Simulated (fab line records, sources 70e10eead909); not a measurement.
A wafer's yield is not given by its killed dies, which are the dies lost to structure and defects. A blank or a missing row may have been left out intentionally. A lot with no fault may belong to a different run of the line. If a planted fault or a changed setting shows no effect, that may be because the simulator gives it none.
The tool behind it: which one? | flow nandHarc | 14 lots, 42 wafers sampled, at 6 steps of a route of 1302

## WHAT EACH GAUGE READ, for each wafer
NHARC_A_SOURCE_PLATE_THK_MEAS_09: measures by ellipsometry. Usual: 9.6 nm for thkNm, sd 0.96.
lot  | measured     | on           | thkNm (nm)    | flag
L295 | day 7 00:31  | filmMetro-02 | 10.3 8.7 7.3  | 
L296 | day 7 13:16  | filmMetro-01 | 9.1 9.1 8.5   | 
L297 | day 7 18:52  | filmMetro-02 | 9.4 9.5 10.5  | 
L298 | day 8 04:53  | filmMetro-01 | 9.9 8.6 11.2  | 
L303 | day 11 06:56 | filmMetro-01 | 9.5 9.8 9.8   | 
L302 | day 11 06:56 | filmMetro-01 | 10.0 11.1 9.6 | 
L304 | day 11 14:28 | filmMetro-02 | 10.4 9.2 10.4 | 
L301 | day 11 14:28 | filmMetro-02 | 11.0 10.0 9.1 | 
L307 | day 12 02:25 | filmMetro-02 | 9.6 11.0 10.1 | 
L312 | day 13 23:54 | filmMetro-01 | 9.4 8.5 10.2  | 
L314 | day 14 21:21 | filmMetro-02 | 10.8 10.3 7.8 | 
L315 | day 15 07:19 | filmMetro-02 | 7.6 11.9 9.4  | 
L317 | day 16 07:21 | filmMetro-02 | 10.6 8.5 10.4 | 
L318 | day 16 23:23 | filmMetro-01 | 8.3 8.6 9.2   | 

NHARC_A_ONON_D1_THK_MEAS_05: measures by ellipsometry. Usual: 1001 nm for thkNm, sd 7.6.
lot  | measured     | on           | thkNm (nm)     | flag
L295 | day 7 14:41  | filmMetro-01 | 1006 1003 1004 | 
L296 | day 8 03:41  | filmMetro-01 | 1015 1013 1014 | 
L297 | day 8 08:59  | filmMetro-02 | 988 988 990    | 
L298 | day 8 22:40  | filmMetro-02 | 1012 1013 1014 | 
L303 | day 11 21:13 | filmMetro-01 | 1007 1006 1008 | 
L302 | day 11 21:13 | filmMetro-02 | 1004 1004 1004 | 
L304 | day 12 04:44 | filmMetro-02 | 994 994 993    | 
L301 | day 12 04:31 | filmMetro-01 | 999 1000 1001  | 
L307 | day 12 16:31 | filmMetro-02 | 1000 1001 999  | 
L312 | day 14 14:09 | filmMetro-01 | 999 1001 999   | 
L314 | day 15 11:27 | filmMetro-01 | 991 993 990    | 
L315 | day 15 23:58 | filmMetro-02 | 993 993 992    | 
L317 | day 17 00:46 | filmMetro-01 | 1010 1010 1011 | 
L318 | day 17 13:57 | filmMetro-01 | 1000 999 998   | 

NHARC_A_ONON_D1_THK_MEAS_27: measures by ellipsometry. Usual: 1000 nm for thkNm, sd 9.4.
lot  | measured     | on           | thkNm (nm)     | flag
L295 | day 8 02:25  | filmMetro-01 | 998 998 997    | 
L296 | day 8 15:12  | filmMetro-01 | 1010 1011 1011 | 
L297 | day 8 20:10  | filmMetro-01 | 992 992 992    | 
L298 | day 9 09:53  | filmMetro-01 | 998 997 999    | 
L303 | day 12 08:46 | filmMetro-01 | 1004 1003 1003 | 
L302 | day 12 08:37 | filmMetro-02 | 980 978 978    | 
L304 | day 12 17:35 | filmMetro-02 | 1006 655 654   | OFF
L301 | day 12 17:56 | filmMetro-02 | 646 647 997    | OFF
L307 | day 13 04:03 | filmMetro-01 | 995 993 994    | 
L312 | day 14 21:59 | filmMetro-01 | 1019 1020 1020 | 
L314 | day 15 22:38 | filmMetro-02 | 990 989 990    | 
L315 | day 16 11:27 | filmMetro-02 | 989 992 990    | 
L317 | day 17 12:47 | filmMetro-02 | 999 1001 1000  | 
L318 | day 18 00:57 | filmMetro-01 | 985 987 987    | 

NHARC_END_SORT_01. Usual: killedAtArray 54, standard deviation 18; killedAtOther 0.9, standard deviation 1.2; killedAtPeriphery 4.4, standard deviation 2.9; killedDies 59, standard deviation 18; killedOpen 3.2, standard deviation 1.8; killedShort 2.6, standard deviation 1.8.
lot  | measured     | on        | killedAtArray | killedAtOther | killedAtPeriphery | killedDies | killedOpen | killedShort | flag
L304 | day 30 16:32 | prober-02 | 67 676 676    | 2 1 0         | 1 0 1             | 70 677 677 | 3 5 2      | 5 6 1       | OFF
L301 | day 29 19:08 | prober-02 | 664 664 66    | 0 0 0         | 13 13 10          | 677 677 76 | 2 3 5      | 5 4 3       | OFF

## TOOL THAT RAN EACH LOT (tool first, then ch and the chambers of the sampled wafers, then the start)
lot  | NHARC_A_ONON_D1_DEP_25          | NHARC_A_CHANNEL_HOLE_D1_DEP_00
L295 | pecvdOnon-01 ch 0, day 8 01:58  | aclDep-03 ch 0, day 8 05:48
L296 | pecvdOnon-02 ch 0, day 8 14:41  | aclDep-01 ch 0, day 8 18:17
L297 | pecvdOnon-01 ch 0, day 8 19:42  | aclDep-03 ch 0, day 9 00:25
L298 | pecvdOnon-02 ch 0, day 9 09:23  | aclDep-02 ch 0, day 9 11:05
L303 | pecvdOnon-04 ch 0, day 12 08:19 | aclDep-02 ch 0, day 12 14:14
L302 | pecvdOnon-02 ch 0, day 12 08:07 | aclDep-03 ch 0, day 12 13:24
L304 | pecvdOnon-04 ch 0, day 12 17:05 | aclDep-01 ch 0, day 12 19:07
L301 | pecvdOnon-04 ch 0, day 12 17:29 | aclDep-03 ch 0, day 12 22:03
L307 | pecvdOnon-02 ch 0, day 13 03:32 | aclDep-02 ch 0, day 13 05:15
L312 | pecvdOnon-02 ch 0, day 14 21:29 | aclDep-01 ch 0, day 14 23:09
L314 | pecvdOnon-01 ch 0, day 15 22:07 | aclDep-03 ch 0, day 15 23:49
L315 | pecvdOnon-01 ch 0, day 16 10:56 | aclDep-02 ch 0, day 16 14:45
L317 | pecvdOnon-01 ch 0, day 17 12:23 | aclDep-02 ch 0, day 17 17:26
L318 | pecvdOnon-02 ch 0, day 18 00:30 | aclDep-02 ch 0, day 18 04:44
- NHARC_A_ONON_D1_DEP_25: target thk 1000 nm.
- NHARC_A_CHANNEL_HOLE_D1_DEP_00: deposits aC, target thk 3100 nm.

## WHAT THE TOOLS THEMSELVES READ (means of the sampled wafers that have a number; where no wafer has one, the mark that the record gives instead)
NHARC_A_CHANNEL_HOLE_D1_DEP_00. Usual: 35.000 % for throttleValvePct, sd 0.0088.
lot  | tool      | throttleValvePct (%) | flag
L295 | aclDep-03 | 34.996               | 
L296 | aclDep-01 | 34.994               | 
L297 | aclDep-03 | 34.993               | 
L298 | aclDep-02 | 34.991               | 
L303 | aclDep-02 | 34.998               | 
L302 | aclDep-03 | 35.006               | 
L304 | aclDep-01 | 34.995               | 
L301 | aclDep-03 | 35.000               | 
L307 | aclDep-02 | 34.998               | 
L312 | aclDep-01 | 35.005               | 
L314 | aclDep-03 | 34.998               | 
L315 | aclDep-02 | 34.993               | 
L317 | aclDep-02 | 35.001               | 
L318 | aclDep-02 | 35.003               | 

## THE ANSWER, worked out from the rows above alone
Rule: take the mean of a lot's wafers that have a number; if it is more than 3 standard deviations from the usual mean, the lot is off. A lot without any number at a reading at which 4 lots or more have one is off too. Where the step has rows for the other lots, those lots are counted as sound. After the gauges, taken in route order, come the tools' own readings; for these a lot's mean is taken, as printed above. The first step at which some lot is off is used, and at that step the reading that is off furthest; a lot without a number counts as furthest.
Off, at NHARC_A_ONON_D1_THK_MEAS_27 on thkNm: L304, L301.
If a tool, at a process step before that reading, ran all the lots that are off and no sound lot after the first of them, it fits. The gauges at NHARC_A_ONON_D1_THK_MEAS_27 aren't tried: what is off there is off at NHARC_END_SORT_01 too, on other tools, and a gauge's error can't cause that. One candidate fits, namely pecvdOnon-04 at NHARC_A_ONON_D1_DEP_25. A fault onset in the window from L303 (day 12 08:19, its last sound lot) to L304 (day 12 17:05, its first lot off) fits.

## WHAT THE SIMULATOR HAD PUT IN
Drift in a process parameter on pecvdOnon-04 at NHARC_A_ONON_D1_DEP_25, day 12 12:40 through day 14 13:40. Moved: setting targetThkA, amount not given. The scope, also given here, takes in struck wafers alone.
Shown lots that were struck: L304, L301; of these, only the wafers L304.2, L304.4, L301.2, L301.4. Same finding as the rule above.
